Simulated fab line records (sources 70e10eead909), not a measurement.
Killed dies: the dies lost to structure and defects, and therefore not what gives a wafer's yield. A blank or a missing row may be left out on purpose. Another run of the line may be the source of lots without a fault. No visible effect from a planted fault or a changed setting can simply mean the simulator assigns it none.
fab line records + flow nand_harc
[record]
- lots = 6
- wafers = 18
- last_day = 23
route steps=1159 shown A_CONTACT@873 END@1159
lots with no fault: from the same line, run without faults
start_h: start of the lot's first displayed wafer, in hours after the record's first day + wait_h: hours from the lot's prior step to this one + " identical to the entry in the row above + L1.1+2: a row that stands for several wafers + - either no value or no given start + * or withheld: withheld + < > ~ a bound
route shown NAME@n: a module of which the file shows steps, and the number in the route of the first + usual: mean and standard deviation over wafers with no fault + same: alike in all rows + chamber/n: place in a boat + sites: readings site by site + _std_site: standard deviation across them + _edge_site: outer sites' mean less inner sites' + radius_mm: for every site, how far away it sits from the centre of the wafer + mask NAME#n: copy n + behind: tool/chamber where the wafer was last shaped + hold: why the lot was held/for how many hours/how that ended + device: the transistor (n, p or np) that didn't switch + end of line: tests run on the same wafers once the route is complete + step lacking rows: just its recipe + killed: the dies lost at the first sort to structure and to defects; this is not the yield of the wafer + map: shows each die of a wafer: x if killed, . if not, _ if none is there
set.NAME: the setting that was run; set.NAME@STEP: the one run at that earlier step + model.NAME: the simulator's own value behind a step, which no gauge read
lots at some steps of the route; a table a step, a row a wafer
services: when a tool's chamber went out of use (start_h, in hours from the record's first day, below 0 if earlier), for how many hours, and the reason
[[steps]]
[step NHARC_A_CONTACT_ETCH_122]
[recipe]
- source_w = withheld
- pressure_mtorr = 20
- bias_v = 3000
- time_s = 95
- target_depth_a = 9300
- ar_flow_sccm = withheld
- c4f8_flow_sccm = withheld
- o2_flow_sccm = withheld
- chemistry = C4F8/O2/Ar
[step NHARC_A_CONTACT_ETCH_123]
[recipe]
- source_w = withheld
- pressure_mtorr = 20
- bias_v = 400
- time_s = 253
- target_depth_a = 10900
- ar_flow_sccm = withheld
- c4f8_flow_sccm = 11.5
- o2_flow_sccm = 7.2
- chemistry = C4F8/O2/Ar
| lot.wafer | tool            | chamber | start_h | wait_h | rf_hours_counter_h |
|-----------|-----------------|---------|---------|--------|--------------------|
| L895.2    | har_cap_etch-01 | 1       | 405.08  | 0.1    | 61                 |
| L895.1    | "               | 0       | "       | "      | 61                 |
| L895.3    | "               | 1       | "       | "      | -                  |
| L897.1    | har_cap_etch-01 | 0       | 416.41  | 0.1    | 62                 |
| L897.6    | "               | 0       | "       | "      | -                  |
| L897.5    | "               | 1       | "       | "      | -                  |
| L901.1    | har_cap_etch-02 | 1       | 441.87  | 0.1    | 20                 |
| L901.6    | "               | 1       | "       | "      | -                  |
| L901.5    | "               | 0       | "       | "      | -                  |
| L902.1    | har_cap_etch-01 | 1       | 451.29  | 0.1    | 69                 |
| L902.4    | "               | 1       | "       | "      | -                  |
| L902.6    | "               | 0       | "       | "      | -                  |
| L903.1    | har_cap_etch-01 | 0       | 455.35  | 0.1    | 70                 |
| L903.3    | "               | 0       | "       | "      | -                  |
| L903.4    | "               | 1       | "       | "      | -                  |
| L909.2    | har_cap_etch-01 | 1       | 484.60  | 0.2    | 76                 |
| L909.5    | "               | 0       | "       | "      | -                  |
| L909.6    | "               | 1       | "       | "      | -                  |
[step NHARC_A_CONTACT_ETCH_90]
[recipe]
- target_depth_a = 400
- over_etch_frac = 0.5
- time_s = 85.7
- ion_energy_ev = 120
- ch3f_flow_sccm = 50
- o2_flow_sccm = 30
- ar_flow_sccm = 200
- rf_w = 500
- bias_w = 100
- chemistry = CH3F/O2
[usual]
- bias_w = 100.0/0.32
- drypump_motor_current_A = 5.5/0.32
- oes_product_au = 0.96/0.037
- rf_vpp_V = 244.4/1.6
- showerhead_plenum_p_Torr = 2.46/0.1
- throttle_valve_pct = 20.663/0.0091
| lot.wafer | tool        | chamber | start_h | wait_h | bias_w | drypump_motor_current_A | oes_product_au | rf_hours_counter_h | rf_vpp_V | showerhead_plenum_p_Torr | throttle_valve_pct |
|-----------|-------------|---------|---------|--------|--------|-------------------------|----------------|--------------------|----------|--------------------------|--------------------|
| L895.1    | rie_diel-11 | 0       | 405.79  | 0.6    | 99.3   | 5.6                     | 0.94           | 6                  | 242.2    | 2.27                     | 20.677             |
| L895.3    | "           | 2       | "       | "      | 100.1  | 5.9                     | 0.94           | 5                  | 244.6    | 2.58                     | 20.652             |
| L895.2    | "           | 3       | "       | "      | 100.1  | 5.7                     | 0.93           | 5                  | 244.1    | 2.40                     | 20.670             |
| L897.1    | rie_diel-11 | 0       | 417.04  | 0.6    | 100.4  | 5.6                     | 0.93           | 7                  | 240.3    | 2.27                     | 20.659             |
| L897.6    | "           | 2       | "       | "      | 99.5   | 5.9                     | 0.95           | -                  | 246.6    | 2.58                     | 20.667             |
| L897.5    | "           | 3       | "       | "      | 99.4   | 5.7                     | 0.92           | -                  | 244.0    | 2.40                     | 20.669             |
| L901.1    | rie_diel-01 | 3       | 442.48  | 0.5    | 100.1  | 5.1                     | 0.92           | 34                 | 244.7    | 2.53                     | 20.661             |
| L901.6    | "           | 3       | "       | "      | 100.5  | 5.0                     | 0.92           | -                  | 246.0    | 2.53                     | 20.667             |
| L901.5    | "           | 2       | "       | "      | 100.1  | 5.7                     | 0.92           | -                  | 246.0    | 2.49                     | 20.662             |
| L902.1    | rie_diel-01 | 1       | 451.90  | 0.6    | 99.8   | 5.6                     | 0.93           | 47                 | 246.4    | 2.61                     | 20.673             |
| L902.4    | "           | 2       | "       | "      | 100.0  | 5.7                     | 0.93           | 48                 | 243.8    | 2.49                     | 20.664             |
| L902.6    | "           | 1       | "       | "      | 99.7   | 5.6                     | 0.93           | -                  | 247.0    | 2.61                     | 20.657             |
| L903.3    | rie_diel-01 | 0       | 455.95  | 0.4    | 100.0  | 5.4                     | 0.93           | 43                 | 243.8    | 2.44                     | 20.664             |
| L903.4    | "           | 1       | "       | "      | 100.2  | 5.6                     | 0.92           | 48                 | 245.7    | 2.61                     | 20.663             |
| L903.1    | "           | 3       | "       | "      | 100.2  | 5.0                     | 0.93           | 38                 | 245.8    | 2.52                     | 20.677             |
| L909.2    | rie_diel-11 | 2       | 485.26  | 0.6    | 99.9   | 5.8                     | 0.94           | 19                 | 245.1    | 2.57                     | 20.666             |
| L909.6    | "           | 0       | "       | "      | 99.9   | 5.6                     | 0.93           | -                  | 241.8    | 2.27                     | 20.661             |
| L909.5    | "           | 1       | "       | "      | 100.1  | 5.0                     | 0.94           | -                  | 246.0    | 2.53                     | 20.661             |
[step NHARC_A_CONTACT_ETCH_96]
[recipe]
- target_depth_a = 200
- over_etch_frac = 0.5
- time_s = 10
- ion_energy_ev = 250
- c4f6_flow_sccm = 25
- o2_flow_sccm = 20
- ar_flow_sccm = 500
- rf_w = 600
- bias_w = 500
- chemistry = C4F6/O2
[step NHARC_A_CONTACT_CD_MEAS_53]
[usual]
- cd_nm = 189.8/0.62
| lot.wafer | tool      | chamber | start_h | wait_h | cd_nm |
|-----------|-----------|---------|---------|--------|-------|
| L895.1    | cd_sem-01 | -       | 406.00  | -      | 189.4 |
| L895.2    | "         | -       | "       | "      | 189.9 |
| L895.3    | "         | -       | "       | "      | 189.4 |
| L897.1    | cd_sem-03 | -       | 417.23  | -      | 189.8 |
| L897.5    | "         | -       | "       | "      | 189.8 |
| L897.6    | "         | -       | "       | "      | 189.9 |
| L901.1    | cd_sem-02 | -       | 442.89  | -      | 190.1 |
| L901.5    | "         | -       | "       | "      | 190.2 |
| L901.6    | "         | -       | "       | "      | 190.7 |
| L902.1    | cd_sem-03 | -       | 452.18  | -      | 189.8 |
| L902.4    | "         | -       | "       | "      | 189.6 |
| L902.6    | "         | -       | "       | "      | 190.2 |
| L903.1    | cd_sem-01 | -       | 456.17  | -      | 189.8 |
| L903.3    | "         | -       | "       | "      | 189.7 |
| L903.4    | "         | -       | "       | "      | 190.6 |
| L909.2    | cd_sem-03 | -       | 485.45  | -      | 188.8 |
| L909.5    | "         | -       | "       | "      | 189.5 |
| L909.6    | "         | -       | "       | "      | 188.6 |
[step NHARC_A_CONTACT_STRIP_99]
[recipe]
- n2_flow_sccm = 150
- h2_flow_sccm = 150
- ar_flow_sccm = 0
- bias_w = 0
- chemistry = N2/H2
[step NHARC_A_CONTACT_STRIP_100]
[recipe]
- cf4_flow_sccm = 100
- chf3_flow_sccm = 30
- ar_flow_sccm = 0
- bias_w = 0
- chemistry = CF4/CHF3
[step NHARC_A_CONTACT_STRIP_101]
[recipe]
- o2_flow_sccm = 400
- cos_flow_sccm = 20
- ar_flow_sccm = 0
- bias_w = 0
- chemistry = O2/COS
[step NHARC_A_CONTACT_ETCH_102]
[recipe]
- target_depth_a = 700
- overetch_a = 70
- time_s = 38.5
- ion_energy_ev = 100
- cf4_flow_sccm = 80
- o2_flow_sccm = 20
- ar_flow_sccm = 0
- rf_w = 300
- bias_w = 100
- chemistry = CF4/O2
[step NHARC_A_CONTACT_STRIP_55]
[recipe]
- o2_flow_sccm = 500
- ar_flow_sccm = 0
- bias_w = 0
- chemistry = O2
[usual]
- drypump_motor_current_A = 5.5/0.32
- oes_product_au = 1.005/0.012
- rf_vpp_V = 57.8/0.84
- showerhead_plenum_p_Torr = 3.55/0.14
- throttle_valve_pct = 17.036/0.0086
[same]
- bias_w = 0
| lot.wafer | tool        | chamber | start_h | wait_h | drypump_motor_current_A | oes_product_au | rf_hours_counter_h | rf_vpp_V | showerhead_plenum_p_Torr | throttle_valve_pct |
|-----------|-------------|---------|---------|--------|-------------------------|----------------|--------------------|----------|--------------------------|--------------------|
| L895.2    | rie_diel-11 | 2       | -       | -      | 5.9                     | 1.011          | 5                  | 57.4     | 3.69                     | 17.046             |
| L895.1    | "           | 3       | "       | "      | 5.7                     | 0.995          | 5                  | 57.4     | 3.44                     | 17.027             |
| L895.3    | "           | 0       | "       | "      | 5.6                     | 1.009          | 6                  | 57.5     | 3.27                     | 17.045             |
| L897.1    | rie_diel-11 | 3       | -       | -      | 5.7                     | 0.993          | 7                  | 57.5     | 3.44                     | 17.031             |
| L897.5    | "           | 1       | "       | "      | 5.0                     | 1.005          | -                  | 58.9     | 3.63                     | 17.050             |
| L897.6    | "           | 2       | "       | "      | 5.9                     | 1.011          | -                  | 58.7     | 3.69                     | 17.038             |
| L901.1    | rie_diel-01 | 3       | -       | -      | 5.0                     | 1.008          | 34                 | 58.3     | 3.62                     | 17.030             |
| L901.6    | "           | 3       | "       | "      | 5.0                     | 1.002          | -                  | 56.9     | 3.62                     | 17.035             |
| L901.5    | "           | 0       | "       | "      | 5.5                     | 1.003          | -                  | 57.8     | 3.50                     | 17.029             |
| L902.1    | rie_diel-01 | 2       | -       | -      | 5.7                     | 1.001          | 48                 | 57.8     | 3.58                     | 17.042             |
| L902.4    | "           | 0       | "       | "      | 5.5                     | 1.001          | 42                 | 57.5     | 3.50                     | 17.027             |
| L902.6    | "           | 2       | "       | "      | 5.7                     | 0.984          | -                  | 57.5     | 3.58                     | 17.048             |
| L903.4    | rie_diel-11 | 1       | -       | -      | 5.1                     | 1.027          | 16                 | 58.2     | 3.63                     | 17.037             |
| L903.1    | "           | 3       | "       | "      | 5.7                     | 0.997          | 16                 | 56.6     | 3.44                     | 17.045             |
| L903.3    | "           | 0       | "       | "      | 5.6                     | 1.017          | 17                 | 58.1     | 3.27                     | 17.045             |
| L909.2    | rie_diel-11 | 2       | -       | -      | 5.9                     | 1.015          | 19                 | 59.0     | 3.69                     | 17.030             |
| L909.6    | "           | 0       | "       | "      | 5.6                     | 1.007          | -                  | 57.0     | 3.26                     | 17.044             |
| L909.5    | "           | 1       | "       | "      | 5.1                     | 1.012          | -                  | 58.1     | 3.62                     | 17.034             |
[step NHARC_A_CONTACT_STRIP_56]
[recipe]
- time_s = 600
- temp_c = 30
- chemistry = post_etch_residue_remover
[step NHARC_A_CONTACT_DEP_57]
[recipe]
- target_thk_a = 28000
- temp_c = 400
- material = aC
[usual]
- throttle_valve_pct = 35.002/0.0092
| lot.wafer | tool       | chamber | start_h | wait_h | throttle_valve_pct |
|-----------|------------|---------|---------|--------|--------------------|
| L895.1    | acl_dep-01 | 0       | 409.02  | -      | 35.017             |
| L895.2    | "          | 0       | "       | "      | 34.998             |
| L895.3    | "          | 0       | "       | "      | 34.990             |
| L897.1    | acl_dep-02 | 0       | 421.25  | -      | 35.008             |
| L897.5    | "          | 0       | 422.38  | -      | 35.016             |
| L897.6    | "          | 0       | "       | "      | 35.006             |
| L901.1    | acl_dep-01 | 0       | 443.95  | -      | 35.021             |
| L901.5    | "          | 0       | 445.10  | -      | 35.015             |
| L901.6    | "          | 0       | "       | "      | 35.010             |
| L902.1    | acl_dep-02 | 0       | 454.12  | -      | 35.006             |
| L902.4    | "          | 0       | "       | "      | 35.021             |
| L902.6    | "          | 0       | "       | "      | 34.984             |
| L903.1    | acl_dep-03 | 0       | 457.12  | -      | 35.004             |
| L903.3    | "          | 0       | "       | "      | 35.013             |
| L903.4    | "          | 0       | "       | "      | 35.005             |
| L909.2    | acl_dep-03 | 0       | 488.50  | -      | 35.005             |
| L909.5    | "          | 0       | "       | "      | 34.991             |
| L909.6    | "          | 0       | "       | "      | 34.994             |
[step NHARC_A_CONTACT_DEP_58]
[recipe]
- target_thk_a = 600
- target_thk_nm = 60
- temp_c = 400
- pressure_torr = 3.5
- flow_sccm = 200
- rf_w = 350
- material = SiON
[usual]
- heater_power_w = 713/73
| lot.wafer | tool     | chamber | start_h | wait_h | heater_power_w |
|-----------|----------|---------|---------|--------|----------------|
| L895.3    | pecvd-02 | 2       | 410.76  | 0.9    | 805            |
| L895.2    | "        | 0       | "       | "      | 622            |
| L895.1    | "        | 1       | "       | "      | 667            |
| L897.1    | pecvd-02 | 0       | 423.03  | 1.5    | 647            |
| L897.6    | "        | 1       | "       | "      | 658            |
| L897.5    | "        | 0       | "       | "      | 643            |
| L901.1    | pecvd-02 | 0       | 445.76  | 1.5    | 585            |
| L901.5    | "        | 1       | "       | "      | 597            |
| L901.6    | "        | 0       | "       | "      | 592            |
| L902.1    | pecvd-01 | 2       | 455.89  | 1.5    | 631            |
| L902.6    | "        | 0       | "       | "      | 695            |
| L902.4    | "        | 1       | "       | "      | 745            |
| L903.3    | pecvd-02 | 1       | 458.84  | 0.9    | 691            |
| L903.1    | "        | 0       | "       | "      | 667            |
| L903.4    | "        | 0       | "       | "      | 669            |
| L909.2    | pecvd-01 | 1       | 489.97  | 1.2    | 729            |
| L909.6    | "        | 1       | "       | "      | 758            |
| L909.5    | "        | 2       | "       | "      | 667            |
[step NHARC_A_CONTACT_DEHYDRATE_59]
[recipe]
- temp_c = 150
- time_s = 120
[step NHARC_A_CONTACT_HMDS_60]
[recipe]
- time_s = 30
[step NHARC_A_CONTACT_COAT_61]
[recipe]
- temp_c = 260
- time_s = 75
[step NHARC_A_CONTACT_COAT_62]
[recipe]
- temp_c = 225
- time_s = 65
[step NHARC_A_CONTACT_COAT_63]
[recipe]
- spin_rpm = 1500
- resist_thk_nm = 90
[step NHARC_A_CONTACT_SOFTBAKE_64]
[recipe]
- temp_c = 105
- time_s = 55
[step NHARC_A_CONTACT_EBR_65]
[step NHARC_A_CONTACT_EXPOSE_66]
[recipe]
- na = 1.35
- sigma_outer = 0.8
- dose_mj = 59.02
- mask_id = A_CC_2
[step NHARC_A_CONTACT_PEB_67]
[recipe]
- peb_temp_c = 100
- peb_time_s = 65
[step NHARC_A_CONTACT_DEVELOP_68]
[recipe]
- develop_time_s = 35
- dev_temp_c = 23
[step NHARC_A_CONTACT_CD_MEAS_69]
[recipe]
- target_cd_nm = 200
- landing_energy_ev = 500
[usual]
- cd_nm = 200.0/0.64
| lot.wafer | tool      | chamber | start_h | wait_h | cd_nm |
|-----------|-----------|---------|---------|--------|-------|
| L895.1    | cd_sem-03 | 0       | 411.48  | -      | 199.6 |
| L895.2    | "         | 0       | "       | "      | 199.5 |
| L895.3    | "         | 0       | "       | "      | 200.3 |
| L897.1    | cd_sem-01 | 0       | 423.72  | -      | 199.0 |
| L897.5    | "         | 0       | "       | "      | 200.0 |
| L897.6    | "         | 0       | "       | "      | 199.9 |
| L901.1    | cd_sem-02 | 0       | 446.42  | -      | 199.8 |
| L901.5    | "         | 0       | "       | "      | 200.4 |
| L901.6    | "         | 0       | "       | "      | 200.5 |
| L902.1    | cd_sem-03 | 0       | 456.61  | -      | 200.7 |
| L902.4    | "         | 0       | "       | "      | 200.9 |
| L902.6    | "         | 0       | "       | "      | 200.4 |
| L903.1    | cd_sem-01 | 0       | 459.57  | -      | 200.9 |
| L903.3    | "         | 0       | "       | "      | 200.8 |
| L903.4    | "         | 0       | "       | "      | 200.4 |
| L909.2    | cd_sem-01 | 0       | 490.69  | -      | 200.6 |
| L909.5    | "         | 0       | "       | "      | 200.6 |
| L909.6    | "         | 0       | "       | "      | 201.2 |
[step NHARC_A_CONTACT_OVL_MEAS_70]
[usual]
- overlay_x_nm = 0.1/0.75
- overlay_y_nm = 0.1/0.72
| lot.wafer | tool       | chamber | start_h | wait_h | overlay_x_nm | overlay_y_nm |
|-----------|------------|---------|---------|--------|--------------|--------------|
| L895.1    | overlay-01 | -       | 411.57  | -      | 0.0          | 0.8          |
| L895.2    | "          | -       | "       | "      | -0.7         | 1.2          |
| L895.3    | "          | -       | "       | "      | -0.3         | 0.6          |
| L897.1    | overlay-02 | -       | 423.81  | -      | -0.8         | 0.7          |
| L897.5    | "          | -       | "       | "      | -0.9         | 0.0          |
| L897.6    | "          | -       | "       | "      | -0.7         | 0.4          |
| L901.1    | overlay-02 | -       | 446.51  | -      | 1.2          | 0.2          |
| L901.5    | "          | -       | "       | "      | 1.0          | 0.2          |
| L901.6    | "          | -       | "       | "      | 0.3          | -0.7         |
| L902.1    | overlay-02 | -       | 456.70  | -      | 0.3          | 1.4          |
| L902.4    | "          | -       | "       | "      | 0.1          | 2.0          |
| L902.6    | "          | -       | "       | "      | 0.1          | 1.3          |
| L903.1    | overlay-01 | -       | 459.66  | -      | 1.0          | 0.4          |
| L903.3    | "          | -       | "       | "      | 1.3          | 0.4          |
| L903.4    | "          | -       | "       | "      | 1.4          | 0.0          |
| L909.2    | overlay-02 | -       | 490.78  | -      | -1.0         | 0.3          |
| L909.5    | "          | -       | "       | "      | -0.4         | -0.3         |
| L909.6    | "          | -       | "       | "      | -0.5         | 0.0          |
[step NHARC_A_CONTACT_INSPECT_71]
[usual]
- raw_defect_count = 29/16
| lot.wafer | tool              | chamber | start_h | wait_h | raw_defect_count |
|-----------|-------------------|---------|---------|--------|------------------|
| L895.1    | defect_inspect-01 | -       | 411.61  | 0.0    | 34               |
| L895.2    | "                 | -       | "       | "      | 50               |
| L895.3    | "                 | -       | "       | "      | 35               |
| L897.1    | defect_inspect-02 | -       | 423.85  | 0.0    | 25               |
| L897.5    | "                 | -       | "       | "      | 21               |
| L897.6    | "                 | -       | "       | "      | 21               |
| L901.1    | defect_inspect-01 | -       | 446.54  | 0.0    | 423              |
| L901.5    | "                 | -       | "       | "      | 392              |
| L901.6    | "                 | -       | "       | "      | 423              |
| L902.1    | defect_inspect-01 | -       | 456.74  | 0.0    | 44               |
| L902.4    | "                 | -       | "       | "      | 56               |
| L902.6    | "                 | -       | "       | "      | 46               |
| L903.1    | defect_inspect-01 | -       | 459.69  | 0.0    | 398              |
| L903.3    | "                 | -       | "       | "      | 426              |
| L903.4    | "                 | -       | "       | "      | 413              |
| L909.2    | defect_inspect-02 | -       | 490.81  | 0.0    | 34               |
| L909.5    | "                 | -       | "       | "      | 38               |
| L909.6    | "                 | -       | "       | "      | 32               |
[step NHARC_A_CONTACT_DESCUM_74]
[recipe]
- time_s = 3
- o2_flow_sccm = 200
- ar_flow_sccm = 0
- bias_power_w = 0
- chemistry = O2
[usual]
- drypump_motor_current_A = 5.53/0.28
- oes_product_au = 1.004/0.011
- rf_vpp_V = 57.8/0.87
- showerhead_plenum_p_Torr = 1.93/0.082
- throttle_valve_pct = 11.310/0.0092
| lot.wafer | tool        | chamber | start_h | wait_h | drypump_motor_current_A | oes_product_au | rf_hours_counter_h | rf_vpp_V | showerhead_plenum_p_Torr | throttle_valve_pct |
|-----------|-------------|---------|---------|--------|-------------------------|----------------|--------------------|----------|--------------------------|--------------------|
| L895.1    | rie_diel-01 | 3       | 411.67  | 0.1    | 5.00                    | 0.994          | 23                 | 58.2     | 1.97                     | 11.314             |
| L895.2    | "           | 0       | "       | "      | 5.47                    | 1.004          | 32                 | 56.6     | 1.90                     | 11.322             |
| L895.3    | "           | 1       | "       | "      | 5.58                    | 1.003          | 29                 | 57.7     | 2.04                     | 11.310             |
| L897.1    | rie_diel-01 | 0       | 423.93  | 0.1    | 5.46                    | 0.995          | 36                 | 56.8     | 1.90                     | 11.303             |
| L897.5    | "           | 1       | "       | "      | 5.62                    | 1.002          | -                  | 59.1     | 2.04                     | 11.319             |
| L897.6    | "           | 2       | "       | "      | 5.67                    | 0.978          | -                  | 56.6     | 1.95                     | 11.318             |
| L901.1    | rie_diel-11 | 1       | 446.60  | 0.1    | 5.04                    | 1.014          | 13                 | 58.0     | 1.97                     | 11.301             |
| L901.5    | "           | 1       | "       | "      | 5.10                    | 1.020          | -                  | 58.9     | 1.97                     | 11.309             |
| L901.6    | "           | 2       | "       | "      | 5.82                    | 1.015          | -                  | 57.6     | 2.01                     | 11.309             |
| L902.4    | rie_diel-11 | 1       | 456.81  | 0.1    | 5.07                    | 1.017          | 16                 | 59.0     | 1.97                     | 11.309             |
| L902.1    | "           | 2       | "       | "      | 5.84                    | 1.017          | 13                 | 56.9     | 2.01                     | 11.313             |
| L902.6    | "           | 1       | "       | "      | 5.02                    | 1.026          | -                  | 57.8     | 1.97                     | 11.301             |
| L903.3    | rie_diel-01 | 1       | 459.76  | 0.1    | 5.65                    | 0.994          | 51                 | 58.1     | 2.04                     | 11.313             |
| L903.4    | "           | 2       | "       | "      | 5.68                    | 0.986          | 50                 | 58.3     | 1.94                     | 11.300             |
| L903.1    | "           | 3       | "       | "      | 5.03                    | 1.008          | 39                 | 56.9     | 1.97                     | 11.321             |
| L909.2    | rie_diel-01 | 2       | 490.89  | 0.1    | 5.68                    | 1.003          | 60                 | 56.7     | 1.94                     | 11.311             |
| L909.6    | "           | 0       | "       | "      | 5.55                    | 1.006          | -                  | 57.6     | 1.89                     | 11.307             |
| L909.5    | "           | 1       | "       | "      | 5.61                    | 0.998          | -                  | 59.4     | 2.03                     | 11.318             |
[step NHARC_END_SORT_01]
[recipe]
- temp_c = 25
[usual]
- killed_at_array = 29/13
- killed_at_other = 0.7/1
- killed_at_periphery = 3.2/2.3
- killed_dies = 33/13
- killed_open = 3.3/1.7
- killed_short = 2.0/1.5
[same]
- gross_dies = 677
| lot.wafer | tool      | chamber | start_h | wait_h | killed_at_array | killed_at_other | killed_at_periphery | killed_dies | killed_open | killed_short |
|-----------|-----------|---------|---------|--------|-----------------|-----------------|---------------------|-------------|-------------|--------------|
| L901.1    | prober-01 | 0       | 505.67  | 2.5    | 78              | 1               | 4                   | 83          | 4           | 1            |
| L901.5    | prober-01 | 0       | 508.90  | 3.7    | 63              | 1               | 13                  | 77          | 2           | 2            |
| L901.6    | prober-01 | 0       | 509.70  | 4.0    | 69              | 1               | 4                   | 74          | 2           | 2            |
| L903.1    | prober-02 | 0       | 521.13  | 2.4    | 71              | 0               | 0                   | 71          | 1           | 0            |
| L903.3    | prober-02 | 0       | 522.74  | 3.1    | 78              | 0               | 1                   | 79          | 0           | 1            |
| L903.4    | prober-02 | 0       | 523.55  | 3.4    | 63              | 0               | 2                   | 65          | 1           | 2            |
// killed by level:class
L901.1 A_CONTACT:unspecified=50 A_STAIRCASE:chamber_film_flake=9 A_BLC:chamber_film_flake=5 A_BONDPAD:chamber_film_flake=4 A_CHANNEL_HOLE_D1:chamber_film_flake=3 P_ZERO_WELL:chamber_film_flake=2 P_M1:chamber_film_flake=2 A_WL_FILL:chamber_film_flake=2
L901.5 A_CONTACT:unspecified=50 P_ZERO_WELL:chamber_film_flake=7 P_M1:chamber_film_flake=4 A_STAIRCASE:chamber_film_flake=4 A_CONTACT:chamber_film_flake=3 P_CONTACT:geometric_particle:open=1 A_SOURCE_PLATE:geometric_particle:short=1 A_CHANNEL_FILL_D1:geometric_particle:open=1
L901.6 A_CONTACT:unspecified=42 A_CHANNEL_HOLE_D1:chamber_film_flake=8 A_STAIRCASE:chamber_film_flake=7 A_BLC:chamber_film_flake=3 A_BONDPAD:chamber_film_flake=3 A_WL_FILL:chamber_film_flake=2 A_CONTACT:chamber_film_flake=2 P_CONTACT:geometric_particle:open=1
L903.1 A_CONTACT:unspecified=43 A_CHANNEL_HOLE_D1:chamber_film_flake=21 A_CONTACT:chamber_film_flake=6 A_M1:geometric_particle:open=1
L903.3 A_CONTACT:unspecified=50 A_CHANNEL_HOLE_D1:chamber_film_flake=21 A_CONTACT:chamber_film_flake=6 A_CHANNEL_FILL_D1:geometric_particle:short=1 P_M1:chamber_film_flake=1
L903.4 A_CONTACT:unspecified=45 A_CHANNEL_HOLE_D1:chamber_film_flake=13 A_CONTACT:chamber_film_flake=2 P_GATE:geometric_particle:short=1 A_CONTACT:geometric_particle:short=1 A_CONTACT:geometric_particle:open=1 P_STI:chamber_film_flake=1 A_BONDPAD:chamber_film_flake=1
// map L901.1 (x killed, . not)
____________.____________
_________.x.x.x._________
_______....x..xxxx_______
______.......x.xxxx______
_____........x.xxxxx_____
____.......x....xxxxx____
____..........xxxxxxx____
___...........xxxxxxxx___
___............xxxxxxx___
__...............xx.xxx__
__............x..xx.x..__
_..................x...._
_.............xx........_
_.....x....x............_
_.....x................._
_..................x...._
.....x.............x...x.
...xx......x.............
..x.x..x.........x.......
.x....x...........x......
..................x......
_.................x....._
_......................._
_......................._
_......................._
_...x..................._
__..................x..__
__.....................__
___.....x.............___
___...................___
____.............x...____
____.................____
_____..............._____
______.............______
_______.....x....._______
_________......._________
____________.____________
// map L903.3 (x killed, . not)
____________.____________
_________......._________
_______..........._______
______x............______
_____xx............._____
____xxx..............____
____xxxx.............____
___xxxx...............___
___xxxxx..............___
__xxxxx................__
__xxxxxxx..............__
_xxxxxx................._
_xxxxx.................._
_xxxx.x................._
_......................._
_.x.xx.................._
......x..................
.........................
.........................
....x....................
.........................
_..x...................._
_...x..................._
_..x................x..._
_......................._
_......x.......x........_
__.....................__
__............xxx......__
___............xxx..x.___
___..........xx.x.....___
____........xxx.xx...____
____..........xxx..x.____
_____........x.x...._____
______.............______
_______..........._______
_________......._________
____________.____________
[[services]]
| tool        | chamber | start_h | hours | kind   |
|-------------|---------|---------|-------|--------|
| rie_diel-01 | 0       | 397.32  | -     | clean  |
| rie_diel-01 | 1       | 397.32  | -     | clean  |
| rie_diel-01 | 2       | 397.32  | -     | clean  |
| rie_diel-01 | 3       | 397.32  | -     | clean  |
| rie_diel-11 | 0       | 400.69  | -     | clean  |
| rie_diel-11 | 1       | 400.69  | -     | clean  |
| rie_diel-11 | 2       | 400.69  | -     | clean  |
| rie_diel-11 | 3       | 400.69  | -     | clean  |
| pecvd-01    | 2       | 401.50  | 17.3  | repair |
| rie_diel-01 | 1       | 402.50  | 4.2   | repair |
| acl_dep-03  | -       | 405.61  | 13.0  | pm     |
| pecvd-01    | -       | 418.21  | 13.0  | pm     |
| rie_diel-01 | 0       | 421.84  | -     | clean  |
| rie_diel-01 | 1       | 421.84  | -     | clean  |
| rie_diel-01 | 2       | 421.84  | -     | clean  |
| rie_diel-01 | 3       | 421.84  | -     | clean  |
| rie_diel-11 | 0       | 425.19  | -     | clean  |
| rie_diel-11 | 1       | 425.19  | -     | clean  |
| rie_diel-01 | 0       | 427.90  | 15.1  | repair |
| rie_diel-01 | 3       | 436.30  | 5.6   | repair |
| pecvd-02    | 2       | 446.75  | 8.0   | repair |
| pecvd-01    | -       | 457.06  | 0.3   | repair |
| rie_diel-01 | 2       | 468.70  | 7.5   | repair |
| acl_dep-01  | -       | 474.91  | 13.0  | pm     |
[[key]]
[first_sign]
- step = NHARC_A_CONTACT_INSPECT_71
- reading = raw_defect_count
- direction = up
- sigmas = 23
- usual = 29
- struck = 412
[effect]
- step = NHARC_END_SORT_01
- reading = killed_dies
- direction = up
- sigmas = 3.3
- usual = 33
- struck = 75
[more_kills_born_at]
- NHARC_A_CONTACT_DEP_58@pecvd-02 = 280
met_at NHARC_A_CONTACT_DEP_58
struck_wafers L901.1,L901.5,L901.6,L903.1,L903.3,L903.4
tester_left_out L901,L903
onset_between 423.03 445.76
[fault]
- kind = chamber_particle_source
- tool = pecvd-02
- chamber = -
- onset_h = 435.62
- steps = NHARC_A_CONTACT_DEP_58
- rate_per_visit_cm2 = 0.61915
- end_h = 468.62
// tester_left_out: of these lots the tester's yield and bins aren't shown, on N5 and GAA mostly nor the transistor test; their killed dies are dies lost to structure and defects alone, not to doping, threshold or leakage, so they don't give the yield
